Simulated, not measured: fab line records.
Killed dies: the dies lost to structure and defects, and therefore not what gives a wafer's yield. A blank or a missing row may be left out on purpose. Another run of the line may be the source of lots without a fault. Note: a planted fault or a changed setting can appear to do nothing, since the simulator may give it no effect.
Matching of chambers :: flow nandHarc :: NHARC_A_BONDPAD_ETCH_34 on rieDiel-03 has 4 sister chambers
The step etches the open film in N2/H2, target depth 60 nm, overetch 18 nm, time 65.91 s. 4 wafers are shown with their chamber, then 12 later ones without.

## EACH WAFER AND ITS CHAMBER
wafer: L685.5
chamber: 2
drypumpMotorCurrentA (A): 6.1

wafer: L687.2
chamber: 3
drypumpMotorCurrentA (A): 5.9

wafer: L687.4
chamber: 0
drypumpMotorCurrentA (A): 5.7

wafer: L687.6
chamber: 1
drypumpMotorCurrentA (A): 5.1

## WAFERS WHOSE CHAMBER IS MISSING
wafer: L689.1
drypumpMotorCurrentA (A): 5.9

wafer: L689.5
drypumpMotorCurrentA (A): 6.1

wafer: L689.6
drypumpMotorCurrentA (A): 5.0

wafer: L691.4
drypumpMotorCurrentA (A): 6.2

wafer: L691.5
drypumpMotorCurrentA (A): 5.9

wafer: L691.6
drypumpMotorCurrentA (A): 6.1

wafer: L693.1
drypumpMotorCurrentA (A): 5.9

wafer: L693.3
drypumpMotorCurrentA (A): 5.7

wafer: L693.4
drypumpMotorCurrentA (A): 5.0

wafer: L694.1
drypumpMotorCurrentA (A): 6.1

wafer: L694.2
drypumpMotorCurrentA (A): 5.7

wafer: L694.5
drypumpMotorCurrentA (A): 6.1

## EACH ONE'S CHAMBER
wafer: L689.1
from the rows above: 3
in truth: 3

wafer: L689.5
from the rows above: 2
in truth: 2

wafer: L689.6
from the rows above: 1
in truth: 1

wafer: L691.4
from the rows above: 2
in truth: 2

wafer: L691.5
from the rows above: 3
in truth: 3

wafer: L691.6
from the rows above: 2
in truth: 2

wafer: L693.1
from the rows above: 3
in truth: 3

wafer: L693.3
from the rows above: 0
in truth: 0

wafer: L693.4
from the rows above: 1
in truth: 1

wafer: L694.1
from the rows above: 2
in truth: 2

wafer: L694.2
from the rows above: 0
in truth: 0

wafer: L694.5
from the rows above: 2
in truth: 2
Correctly placed: 12 of 12. Can't be placed from these rows: 0. 0 placed wrongly.
How it was worked out, from the rows above alone: a wafer's distance from a chamber is the root of the sum, over the readings, of the square of ((its reading less the chamber's mean) divided by the reading's scatter). The wafer belongs to the nearest chamber; if the next one is less than 2 further off, it can't be placed. Each chamber's mean is taken over the wafers shown for it. The scatter (one wafer shown for each chamber): square how far every hidden wafer sits from the nearest shown wafer, average those squares and take the square root.
